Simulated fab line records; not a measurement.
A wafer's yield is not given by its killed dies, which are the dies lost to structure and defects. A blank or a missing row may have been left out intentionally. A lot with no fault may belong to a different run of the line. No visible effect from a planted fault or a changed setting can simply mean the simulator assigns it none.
Matching of chambers	flow n5_finfet	3 sister chambers for N5_BEOL_M3_PRE_CLEAN_60 on cvd_co-02
The step time 15 s. 6 wafers are shown with their chamber, then 9 later ones without.

## WAFERS PAIRED WITH THEIR CHAMBERS
wafer	chamber	heater_power_w (W)
L084.3	2	65
L086.4	1	98
L086.5	0	88
L091.2	1	97
L091.5	0	85
L091.6	2	67

## WAFERS WITH NO CHAMBER GIVEN
wafer	heater_power_w (W)
L090.2	96
L090.4	99
L090.5	88
L092.4	67
L092.5	66
L092.6	87
L095.1	67
L095.3	66
L095.4	88

## EACH ONE'S CHAMBER
wafer	from the rows above	in truth
L090.2	1	1
L090.4	1	1
L090.5	0	0
L092.4	2	2
L092.5	2	2
L092.6	0	0
L095.1	2	2
L095.3	2	2
L095.4	0	0
Placed correctly: 9 of 9. Can't be placed from these rows: 0. Wrongly placed: 0.
How it was worked out, from the rows above alone: a wafer's distance from a chamber is the root of the sum, over the readings, of the square of ((its reading less the chamber's mean) divided by the reading's scatter). If the next closest chamber is less than 2 further off than the closest, the wafer can't be placed; otherwise it belongs to the closest. Each chamber's mean is taken over the wafers shown for it. The scatter is the square root of a quotient: the sum, over the shown wafers, of each reading's squared deviation from its chamber's mean, divided by wafers minus chambers.
